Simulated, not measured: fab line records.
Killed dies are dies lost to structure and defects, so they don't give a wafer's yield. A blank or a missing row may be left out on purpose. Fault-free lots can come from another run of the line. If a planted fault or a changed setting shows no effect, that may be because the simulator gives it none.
Which tool did it? || flow n5-finfet || 26 wafers from 9 lots sampled at 6 of the route's 1938 steps

WHAT THE GAUGES SHOWED, per wafer
N5_MOL_CONTACT_COAG_OVL_MEAS_41.
{"lot": "L302", "measured": "day 5 03:38", "on": "overlay-02", "VD_OVL (nm)": "-1.3 -1.6 -1.0"}
{"lot": "L303", "measured": "day 5 13:20", "on": "overlay-02", "VD_OVL (nm)": "-1.5 1.3 0.2"}
{"lot": "L305", "measured": "day 6 04:04", "on": "overlay-02", "VD_OVL (nm)": "-0.4 -0.5"}
{"lot": "L307", "measured": "day 6 08:20", "on": "overlay-01", "VD_OVL (nm)": "0.3 0.3 0.4"}
{"lot": "L312", "measured": "day 7 13:02", "on": "overlay-01", "VD_OVL (nm)": "0.8 0.4 0.2"}
{"lot": "L321", "measured": "day 9 23:47", "on": "overlay-01", "VD_OVL (nm)": "0.0 0.3 0.4"}
{"lot": "L323", "measured": "day 10 06:38", "on": "overlay-02", "VD_OVL (nm)": "0.0 0.9 0.6"}
{"lot": "L324", "measured": "day 10 14:43", "on": "overlay-01", "VD_OVL (nm)": "-1.3 0.5 -0.3"}
{"lot": "L325", "measured": "day 11 03:07", "on": "overlay-01", "VD_OVL (nm)": "0.4 -0.7 -0.2"}

N5_MOL_CONTACT_COAG_INSPECT_42: inspects for defects (brightfield).
{"lot": "L302", "measured": "day 5 03:41", "on": "defect-inspect-02", "raw-defect-count": "175 156 196"}
{"lot": "L303", "measured": "day 5 13:23", "on": "defect-inspect-01", "raw-defect-count": "216 285 256"}
{"lot": "L305", "measured": "day 6 04:07", "on": "defect-inspect-01", "raw-defect-count": "185 191"}
{"lot": "L307", "measured": "day 6 08:24", "on": "defect-inspect-02", "raw-defect-count": "196 229 152"}
{"lot": "L312", "measured": "day 7 13:05", "on": "defect-inspect-01", "raw-defect-count": "1450 274 1485"}
{"lot": "L321", "measured": "day 9 23:51", "on": "defect-inspect-01", "raw-defect-count": "194 141 212"}
{"lot": "L323", "measured": "day 10 06:41", "on": "defect-inspect-02", "raw-defect-count": "208 151 138"}
{"lot": "L324", "measured": "day 10 14:47", "on": "defect-inspect-01", "raw-defect-count": "125 156 195"}
{"lot": "L325", "measured": "day 11 03:11", "on": "defect-inspect-02", "raw-defect-count": "198 218 210"}

N5_BEOL_M4_RC_MEAS_101.
{"lot": "L302", "measured": "day 9 08:02", "on": "prober-02", "DIBL_N (mV/V)": "36.5 36.4 35.1", "DIBL_P (mV/V)": "36.9 36.1 35.6", "IOFF_N (nA/um)": "0.170 0.159 0.143", "IOFF_P (nA/um)": "0.23 0.22 0.22", "ION_N (uA/um)": "681 664 675", "ION_P (uA/um)": "467 457 469", "SS_N (mV/dec)": "72.2 72.2 72.0", "SS_P (mV/dec)": "73.9 73.9 73.2", "VT_N (mV)": "246 251 252", "VT_P (mV)": "-247 -246 -246"}
{"lot": "L303", "measured": "day 9 11:49", "on": "prober-02", "DIBL_N (mV/V)": "36.7 36.7 33.5", "DIBL_P (mV/V)": "35.8 35.5 31.3", "IOFF_N (nA/um)": "0.154 0.141 0.101", "IOFF_P (nA/um)": "0.20 0.19 0.15", "ION_N (uA/um)": "674 657 650", "ION_P (uA/um)": "462 454 450", "SS_N (mV/dec)": "72.0 71.0 71.0", "SS_P (mV/dec)": "73.0 73.0 72.1", "VT_N (mV)": "251 254 255", "VT_P (mV)": "-253 -254 -256"}
{"lot": "L305", "measured": "day 9 22:49", "on": "prober-01", "DIBL_N (mV/V)": "36.7 35.8", "DIBL_P (mV/V)": "37.3 35.5", "IOFF_N (nA/um)": "0.176 0.165", "IOFF_P (nA/um)": "0.21 0.19", "ION_N (uA/um)": "670 667", "ION_P (uA/um)": "452 456", "SS_N (mV/dec)": "71.8 71.8", "SS_P (mV/dec)": "73.2 73.5", "VT_N (mV)": "251 247", "VT_P (mV)": "-251 -254"}
{"lot": "L307", "measured": "day 10 22:27", "on": "prober-01", "DIBL_N (mV/V)": "33.6 36.9 34.7", "DIBL_P (mV/V)": "34.2 38.5 35.2", "IOFF_N (nA/um)": "0.113 0.172 0.136", "IOFF_P (nA/um)": "0.19 0.26 0.21", "ION_N (uA/um)": "644 676 673", "ION_P (uA/um)": "456 473 473", "SS_N (mV/dec)": "71.4 71.7 71.2", "SS_P (mV/dec)": "72.4 73.6 72.9", "VT_N (mV)": "255 248 253", "VT_P (mV)": "-247 -245 -248"}
{"lot": "L312", "measured": "day 11 12:44", "on": "prober-02", "DIBL_N (mV/V)": "35.8 35.1 36.3", "DIBL_P (mV/V)": "35.9 35.9 36.2", "IOFF_N (nA/um)": "0.134 0.132 0.141", "IOFF_P (nA/um)": "0.17 0.18 0.17", "ION_N (uA/um)": "677 669 662", "ION_P (uA/um)": "452 467 451", "SS_N (mV/dec)": "71.8 71.2 71.6", "SS_P (mV/dec)": "72.7 72.4 73.2", "VT_N (mV)": "252 252 253", "VT_P (mV)": "-258 -256 -258"}
{"lot": "L321", "measured": "day 14 05:24", "on": "prober-02", "DIBL_N (mV/V)": "35.8 33.6 34.9", "DIBL_P (mV/V)": "34.9 31.3 33.4", "IOFF_N (nA/um)": "0.155 0.109 0.135", "IOFF_P (nA/um)": "0.19 0.14 0.17", "ION_N (uA/um)": "680 653 674", "ION_P (uA/um)": "462 449 463", "SS_N (mV/dec)": "71.8 71.5 71.9", "SS_P (mV/dec)": "72.8 73.0 72.8", "VT_N (mV)": "249 257 250", "VT_P (mV)": "-252 -256 -253"}
{"lot": "L323", "measured": "day 14 03:56", "on": "prober-02", "DIBL_N (mV/V)": "35.4 35.7 38.8", "DIBL_P (mV/V)": "35.1 37.0 40.0", "IOFF_N (nA/um)": "0.126 0.139 0.190", "IOFF_P (nA/um)": "0.16 0.18 0.23", "ION_N (uA/um)": "651 671 671", "ION_P (uA/um)": "441 461 449", "SS_N (mV/dec)": "71.2 71.3 72.2", "SS_P (mV/dec)": "72.9 73.1 74.8", "VT_N (mV)": "253 253 247", "VT_P (mV)": "-254 -252 -251"}
{"lot": "L324", "measured": "day 15 06:46", "on": "prober-01", "DIBL_N (mV/V)": "35.3 35.7 37.0", "DIBL_P (mV/V)": "36.1 36.1 37.1", "IOFF_N (nA/um)": "0.156 0.171 0.177", "IOFF_P (nA/um)": "0.23 0.22 0.23", "ION_N (uA/um)": "681 677 676", "ION_P (uA/um)": "467 468 465", "SS_N (mV/dec)": "71.0 71.2 71.9", "SS_P (mV/dec)": "73.7 74.0 74.4", "VT_N (mV)": "248 249 251", "VT_P (mV)": "-249 -250 -250"}
{"lot": "L325", "measured": "day 15 11:20", "on": "prober-02", "DIBL_N (mV/V)": "34.3 31.8 33.2", "DIBL_P (mV/V)": "34.4 30.1 32.1", "IOFF_N (nA/um)": "0.129 0.087 0.113", "IOFF_P (nA/um)": "0.17 0.11 0.14", "ION_N (uA/um)": "655 632 658", "ION_P (uA/um)": "454 435 449", "SS_N (mV/dec)": "70.4 71.7 71.2", "SS_P (mV/dec)": "72.7 71.6 72.2", "VT_N (mV)": "250 259 255", "VT_P (mV)": "-253 -261 -258"}

EACH LOT AND THE TOOL THAT RAN IT (in order: tool; ch and the chambers of the sampled wafers; start)
{"lot": "L302", "N5_MOL_CONTACT_COAG_DESCUM_88": "rie-diel-05 ch 1,2,3, day 5 02:09", "N5_MOL_CONTACT_COAG_STRIP_119": "plasma-asher-01 ch 0,1, day 5 03:01", "N5_MOL_CONTACT_COAG_ETCH_66": "rie-diel-05 ch 2,3, day 5 04:16"}
{"lot": "L303", "N5_MOL_CONTACT_COAG_DESCUM_88": "rie-diel-02 ch 0,3, day 5 11:49", "N5_MOL_CONTACT_COAG_STRIP_119": "plasma-asher-02 ch 0,1, day 5 12:43", "N5_MOL_CONTACT_COAG_ETCH_66": "rie-diel-02 ch 0,1,3, day 5 13:32"}
{"lot": "L305", "N5_MOL_CONTACT_COAG_DESCUM_88": "rie-diel-02 ch 0,1, day 6 02:47", "N5_MOL_CONTACT_COAG_STRIP_119": "plasma-asher-02 ch 0,1, day 6 03:34", "N5_MOL_CONTACT_COAG_ETCH_66": "rie-diel-05 ch 0,1, day 6 04:12"}
{"lot": "L307", "N5_MOL_CONTACT_COAG_DESCUM_88": "rie-diel-05 ch 0,3, day 6 07:11", "N5_MOL_CONTACT_COAG_STRIP_119": "plasma-asher-01 ch 0,1, day 6 07:50", "N5_MOL_CONTACT_COAG_ETCH_66": "rie-diel-06 ch 0,2,3, day 6 08:29"}
{"lot": "L312", "N5_MOL_CONTACT_COAG_DESCUM_88": "rie-diel-05 ch 0,1,3, day 7 11:52", "N5_MOL_CONTACT_COAG_STRIP_119": "plasma-asher-02 ch 0,1, day 7 12:32", "N5_MOL_CONTACT_COAG_ETCH_66": "rie-diel-02 ch 2,3, day 7 13:13"}
{"lot": "L321", "N5_MOL_CONTACT_COAG_DESCUM_88": "rie-diel-05 ch 0,3, day 9 22:36", "N5_MOL_CONTACT_COAG_STRIP_119": "plasma-asher-01 ch 1, day 9 23:16", "N5_MOL_CONTACT_COAG_ETCH_66": "rie-diel-06 ch 0,1, day 9 23:56"}
{"lot": "L323", "N5_MOL_CONTACT_COAG_DESCUM_88": "rie-diel-06 ch 0,1,2, day 10 05:18", "N5_MOL_CONTACT_COAG_STRIP_119": "plasma-asher-01 ch 0,1, day 10 05:58", "N5_MOL_CONTACT_COAG_ETCH_66": "rie-diel-02 ch 0,1,2, day 10 06:46"}
{"lot": "L324", "N5_MOL_CONTACT_COAG_DESCUM_88": "rie-diel-05 ch 1,2,3, day 10 13:29", "N5_MOL_CONTACT_COAG_STRIP_119": "plasma-asher-01 ch 0,1, day 10 14:10", "N5_MOL_CONTACT_COAG_ETCH_66": "rie-diel-05 ch 0,2,3, day 10 14:58"}
{"lot": "L325", "N5_MOL_CONTACT_COAG_DESCUM_88": "rie-diel-05 ch 0,2, day 11 01:50", "N5_MOL_CONTACT_COAG_STRIP_119": "plasma-asher-01 ch 0,1, day 11 02:30", "N5_MOL_CONTACT_COAG_ETCH_66": "rie-diel-02 ch 0,2,3, day 11 03:16"}
- N5_MOL_CONTACT_COAG_DESCUM_88: chemistry O2, time 7 s.
- N5_MOL_CONTACT_COAG_STRIP_119: strips in N2/H2, time 30 s.
- N5_MOL_CONTACT_COAG_ETCH_66: etches SiARC in CF4, target depth 13 nm, time 21.7 s.

AS READ BY THE TOOLS THEMSELVES (means over the sampled wafers that have a number; for cases with no such wafer, the mark the record gives instead)
N5_MOL_CONTACT_COAG_DESCUM_88.
{"lot": "L302", "tool": "rie-diel-05", "drypump-motor-current-A (A)": 5.4, "oes-product-au (a.u.)": 0.81, "rf-vpp-V (V)": 243.1, "showerhead-plenum-p-Torr (Torr)": 2.10, "throttle-valve-pct (%)": 20.38}
{"lot": "L303", "tool": "rie-diel-02", "drypump-motor-current-A (A)": 5.6, "oes-product-au (a.u.)": 0.70, "rf-vpp-V (V)": 242.8, "showerhead-plenum-p-Torr (Torr)": 2.10, "throttle-valve-pct (%)": 20.76}
{"lot": "L305", "tool": "rie-diel-02", "drypump-motor-current-A (A)": 5.1, "oes-product-au (a.u.)": 0.70, "rf-vpp-V (V)": 242.6, "showerhead-plenum-p-Torr (Torr)": 2.12, "throttle-valve-pct (%)": 20.65}
{"lot": "L307", "tool": "rie-diel-05", "drypump-motor-current-A (A)": 5.9, "oes-product-au (a.u.)": 0.81, "rf-vpp-V (V)": 243.4, "showerhead-plenum-p-Torr (Torr)": 2.12, "throttle-valve-pct (%)": 20.57}
{"lot": "L312", "tool": "rie-diel-05", "drypump-motor-current-A (A)": 5.6, "oes-product-au (a.u.)": 0.79, "rf-vpp-V (V)": 243.6, "showerhead-plenum-p-Torr (Torr)": 2.11, "throttle-valve-pct (%)": 20.53}
{"lot": "L321", "tool": "rie-diel-05", "drypump-motor-current-A (A)": 5.6, "oes-product-au (a.u.)": 0.83, "rf-vpp-V (V)": 243.3, "showerhead-plenum-p-Torr (Torr)": 2.11, "throttle-valve-pct (%)": 20.41}
{"lot": "L323", "tool": "rie-diel-06", "drypump-motor-current-A (A)": 6.0, "oes-product-au (a.u.)": 0.81, "rf-vpp-V (V)": 243.0, "showerhead-plenum-p-Torr (Torr)": 2.10, "throttle-valve-pct (%)": 20.29}
{"lot": "L324", "tool": "rie-diel-05", "drypump-motor-current-A (A)": 5.4, "oes-product-au (a.u.)": 0.75, "rf-vpp-V (V)": 243.7, "showerhead-plenum-p-Torr (Torr)": 2.09, "throttle-valve-pct (%)": 20.46}
{"lot": "L325", "tool": "rie-diel-05", "drypump-motor-current-A (A)": 6.0, "oes-product-au (a.u.)": 0.69, "rf-vpp-V (V)": 242.2, "showerhead-plenum-p-Torr (Torr)": 2.09, "throttle-valve-pct (%)": 20.72}

N5_MOL_CONTACT_COAG_STRIP_119.
{"lot": "L302", "tool": "plasma-asher-01", "drypump-motor-current-A (A)": 5.7, "heater-power-w (W)": 323}
{"lot": "L303", "tool": "plasma-asher-02", "drypump-motor-current-A (A)": 5.2, "heater-power-w (W)": 333}
{"lot": "L305", "tool": "plasma-asher-02", "drypump-motor-current-A (A)": 5.2, "heater-power-w (W)": 342}
{"lot": "L307", "tool": "plasma-asher-01", "drypump-motor-current-A (A)": 5.7, "heater-power-w (W)": 323}
{"lot": "L312", "tool": "plasma-asher-02", "drypump-motor-current-A (A)": 5.2, "heater-power-w (W)": 336}
{"lot": "L321", "tool": "plasma-asher-01", "drypump-motor-current-A (A)": 6.2, "heater-power-w (W)": 351}
{"lot": "L323", "tool": "plasma-asher-01", "drypump-motor-current-A (A)": 5.7, "heater-power-w (W)": 319}
{"lot": "L324", "tool": "plasma-asher-01", "drypump-motor-current-A (A)": 5.9, "heater-power-w (W)": 332}
{"lot": "L325", "tool": "plasma-asher-01", "drypump-motor-current-A (A)": 5.7, "heater-power-w (W)": 324}

N5_MOL_CONTACT_COAG_ETCH_66.
{"lot": "L302", "tool": "rie-diel-05", "drypump-motor-current-A (A)": 5.4, "etch-rf-on-time-s (s)": 20.9, "oes-product-au (a.u.)": 0.75, "rf-vpp-V (V)": 184.6, "showerhead-plenum-p-Torr (Torr)": 2.17, "throttle-valve-pct (%)": 15.40}
{"lot": "L303", "tool": "rie-diel-02", "drypump-motor-current-A (A)": 5.5, "etch-rf-on-time-s (s)": 22.3, "oes-product-au (a.u.)": 0.59, "rf-vpp-V (V)": 183.7, "showerhead-plenum-p-Torr (Torr)": 2.12, "throttle-valve-pct (%)": 15.85}
{"lot": "L305", "tool": "rie-diel-05", "drypump-motor-current-A (A)": 5.8, "etch-rf-on-time-s (s)": 21.6, "oes-product-au (a.u.)": 0.64, "rf-vpp-V (V)": 183.8, "showerhead-plenum-p-Torr (Torr)": 2.13, "throttle-valve-pct (%)": 15.77}
{"lot": "L307", "tool": "rie-diel-06", "drypump-motor-current-A (A)": 6.0, "etch-rf-on-time-s (s)": 21.7, "oes-product-au (a.u.)": 0.67, "rf-vpp-V (V)": 183.1, "showerhead-plenum-p-Torr (Torr)": 2.15, "throttle-valve-pct (%)": 15.61}
{"lot": "L312", "tool": "rie-diel-02", "drypump-motor-current-A (A)": 6.0, "etch-rf-on-time-s (s)": 21.4, "oes-product-au (a.u.)": 0.77, "rf-vpp-V (V)": 184.6, "showerhead-plenum-p-Torr (Torr)": 2.21, "throttle-valve-pct (%)": 15.46}
{"lot": "L321", "tool": "rie-diel-06", "drypump-motor-current-A (A)": 5.8, "etch-rf-on-time-s (s)": 21.1, "oes-product-au (a.u.)": 0.74, "rf-vpp-V (V)": 184.1, "showerhead-plenum-p-Torr (Torr)": 2.18, "throttle-valve-pct (%)": 15.47}
{"lot": "L323", "tool": "rie-diel-02", "drypump-motor-current-A (A)": 5.3, "etch-rf-on-time-s (s)": 22.0, "oes-product-au (a.u.)": 0.63, "rf-vpp-V (V)": 184.4, "showerhead-plenum-p-Torr (Torr)": 2.16, "throttle-valve-pct (%)": 15.75}
{"lot": "L324", "tool": "rie-diel-05", "drypump-motor-current-A (A)": 5.7, "etch-rf-on-time-s (s)": 21.7, "oes-product-au (a.u.)": 0.64, "rf-vpp-V (V)": 184.2, "showerhead-plenum-p-Torr (Torr)": 2.13, "throttle-valve-pct (%)": 15.64}
{"lot": "L325", "tool": "rie-diel-02", "drypump-motor-current-A (A)": 5.8, "etch-rf-on-time-s (s)": 21.5, "oes-product-au (a.u.)": 0.68, "rf-vpp-V (V)": 184.9, "showerhead-plenum-p-Torr (Torr)": 2.21, "throttle-valve-pct (%)": 15.70}

THE ANSWER, worked out from the rows above alone
Rule: what is usual is taken from the lots themselves. Put in order of their means at a reading, lots are off if they are a third of the lots or fewer, leave a main group of 4 or more, and stand apart from it by a gap of 3 or more times the standard deviation of the main group's means; of several such gaps the widest counts. If all means in a main group match to the digits the tables above print for the reading, that group is not used. A lot without any number at a reading at which 4 lots or more have one is off too. Any other lot the step has rows for is counted as sound. After the gauges, taken in route order, come the tools' own readings; for these a lot's mean is taken, as printed above. The first step at which some lot is off is used, and at that step the reading that is off furthest; a lot without a number counts as furthest.
Off at N5_MOL_CONTACT_COAG_INSPECT_42 (raw-defect-count): L312. Mean 190 and standard deviation 28 in the main group.
If a tool, at a process step before that reading, ran all the lots that are off and no sound lot after the first of them, it fits. The gauges at N5_MOL_CONTACT_COAG_INSPECT_42 are tried like those tools. One candidate fits, namely plasma-asher-02 at N5_MOL_CONTACT_COAG_STRIP_119. Its last sound lot is L305 (day 6 03:34), its first lot that is off L312 (day 7 12:32): a fault that began between those two fits.

WHAT THE SIMULATOR PUT IN
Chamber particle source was plasma-asher-02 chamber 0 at N5_MOL_CONTACT_COAG_STRIP_119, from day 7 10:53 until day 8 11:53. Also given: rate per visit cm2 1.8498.
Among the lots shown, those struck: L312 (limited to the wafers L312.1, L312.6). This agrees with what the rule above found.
